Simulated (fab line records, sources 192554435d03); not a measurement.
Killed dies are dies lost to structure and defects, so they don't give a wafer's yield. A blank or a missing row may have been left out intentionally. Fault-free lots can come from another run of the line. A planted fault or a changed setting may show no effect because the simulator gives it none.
Chamber matching / flow n5Finfet / rieDiel-03 running N5_BEOL_M0_SAQP_ETCH_101: 4 sister chambers
The step etches SiNx in CH3F/O2, target depth 29.9 nm, time 42.7 s. 16 wafers are shown with their chamber, then 8 later ones without.

## WAFERS WITH THEIR CHAMBER
wafer=L076.3; chamber=2; showerheadPlenumPTorr (Torr)=1.98; drypumpMotorCurrentA (A)=6.6; oes_f_703_au (a.u.)=0.71
wafer=L076.4; chamber=1; showerheadPlenumPTorr (Torr)=1.91; drypumpMotorCurrentA (A)=5.6; oes_f_703_au (a.u.)=0.79
wafer=L076.5; chamber=1; showerheadPlenumPTorr (Torr)=1.91; drypumpMotorCurrentA (A)=5.6; oes_f_703_au (a.u.)=0.79
wafer=L077.4; chamber=1; showerheadPlenumPTorr (Torr)=1.91; drypumpMotorCurrentA (A)=5.6; oes_f_703_au (a.u.)=0.79
wafer=L077.5; chamber=1; showerheadPlenumPTorr (Torr)=1.91; drypumpMotorCurrentA (A)=5.6; oes_f_703_au (a.u.)=0.79
wafer=L077.6; chamber=2; showerheadPlenumPTorr (Torr)=1.98; drypumpMotorCurrentA (A)=6.5; oes_f_703_au (a.u.)=0.71
wafer=L078.2; chamber=0; showerheadPlenumPTorr (Torr)=2.03; drypumpMotorCurrentA (A)=5.8; oes_f_703_au (a.u.)=0.95
wafer=L078.4; chamber=2; showerheadPlenumPTorr (Torr)=1.98; drypumpMotorCurrentA (A)=6.5; oes_f_703_au (a.u.)=0.71
wafer=L078.5; chamber=0; showerheadPlenumPTorr (Torr)=2.03; drypumpMotorCurrentA (A)=5.9; oes_f_703_au (a.u.)=0.95
wafer=L079.1; chamber=3; showerheadPlenumPTorr (Torr)=1.91; drypumpMotorCurrentA (A)=5.5; oes_f_703_au (a.u.)=0.70
wafer=L079.2; chamber=2; showerheadPlenumPTorr (Torr)=1.98; drypumpMotorCurrentA (A)=6.5; oes_f_703_au (a.u.)=0.71
wafer=L079.3; chamber=0; showerheadPlenumPTorr (Torr)=2.03; drypumpMotorCurrentA (A)=5.9; oes_f_703_au (a.u.)=0.95
wafer=L086.3; chamber=1; showerheadPlenumPTorr (Torr)=1.90; drypumpMotorCurrentA (A)=5.6; oes_f_703_au (a.u.)=0.78
wafer=L086.4; chamber=3; showerheadPlenumPTorr (Torr)=1.91; drypumpMotorCurrentA (A)=5.5; oes_f_703_au (a.u.)=0.70
wafer=L086.6; chamber=0; showerheadPlenumPTorr (Torr)=2.03; drypumpMotorCurrentA (A)=5.8; oes_f_703_au (a.u.)=0.93
wafer=L093.2; chamber=2; showerheadPlenumPTorr (Torr)=1.97; drypumpMotorCurrentA (A)=6.5; oes_f_703_au (a.u.)=0.96

SIGNATURES (means of the wafers above)
reading=showerheadPlenumPTorr; chamber 0=2.0300; chamber 1=1.9080; chamber 2=1.9780; chamber 3=1.9100; scatter within a chamber=0.00365
reading=drypumpMotorCurrentA; chamber 0=5.850; chamber 1=5.600; chamber 2=6.520; chamber 3=5.500; scatter within a chamber=0.0387
reading=oes_f_703_au; chamber 0=0.9450; chamber 1=0.7880; chamber 2=0.7600; chamber 3=0.7000; scatter within a chamber=0.0648
Rule: for a wafer and a chamber, the distance is found by dividing, reading by reading, the gap between the wafer's reading and the chamber's mean by the reading's scatter, squaring, summing and taking the root. If the next closest chamber is less than 2 further off than the closest, the wafer can't be placed; otherwise it belongs to the closest. The scatter: the root of (the sum of the squares of (reading less its chamber's mean) over the shown wafers, divided by (wafers less chambers)).

## WAFERS WHOSE CHAMBER IS MISSING
wafer=L093.4; showerheadPlenumPTorr (Torr)=2.02; drypumpMotorCurrentA (A)=5.8; oes_f_703_au (a.u.)=0.90
wafer=L093.6; showerheadPlenumPTorr (Torr)=2.02; drypumpMotorCurrentA (A)=5.8; oes_f_703_au (a.u.)=0.90
wafer=L094.2; showerheadPlenumPTorr (Torr)=2.02; drypumpMotorCurrentA (A)=5.9; oes_f_703_au (a.u.)=0.90
wafer=L094.3; showerheadPlenumPTorr (Torr)=1.90; drypumpMotorCurrentA (A)=5.5; oes_f_703_au (a.u.)=0.69
wafer=L094.5; showerheadPlenumPTorr (Torr)=1.90; drypumpMotorCurrentA (A)=5.6; oes_f_703_au (a.u.)=0.76
wafer=L095.1; showerheadPlenumPTorr (Torr)=2.02; drypumpMotorCurrentA (A)=5.9; oes_f_703_au (a.u.)=0.90
wafer=L095.4; showerheadPlenumPTorr (Torr)=2.02; drypumpMotorCurrentA (A)=5.8; oes_f_703_au (a.u.)=0.90
wafer=L095.6; showerheadPlenumPTorr (Torr)=1.97; drypumpMotorCurrentA (A)=6.5; oes_f_703_au (a.u.)=0.96

## WHICH CHAMBER EACH ONE RAN IN
wafer=L093.4; from the rows above=0; in truth=0
wafer=L093.6; from the rows above=0; in truth=0
wafer=L094.2; from the rows above=0; in truth=0
wafer=L094.3; from the rows above=can't be placed: 3 or 1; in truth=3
wafer=L094.5; from the rows above=can't be placed: 1 or 3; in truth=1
wafer=L095.1; from the rows above=0; in truth=0
wafer=L095.4; from the rows above=0; in truth=0
wafer=L095.6; from the rows above=2; in truth=2
Placed correctly: 6 of 8. Not placeable from these rows: 2 (in 2, the candidates include the true chamber). 0 placed wrongly.
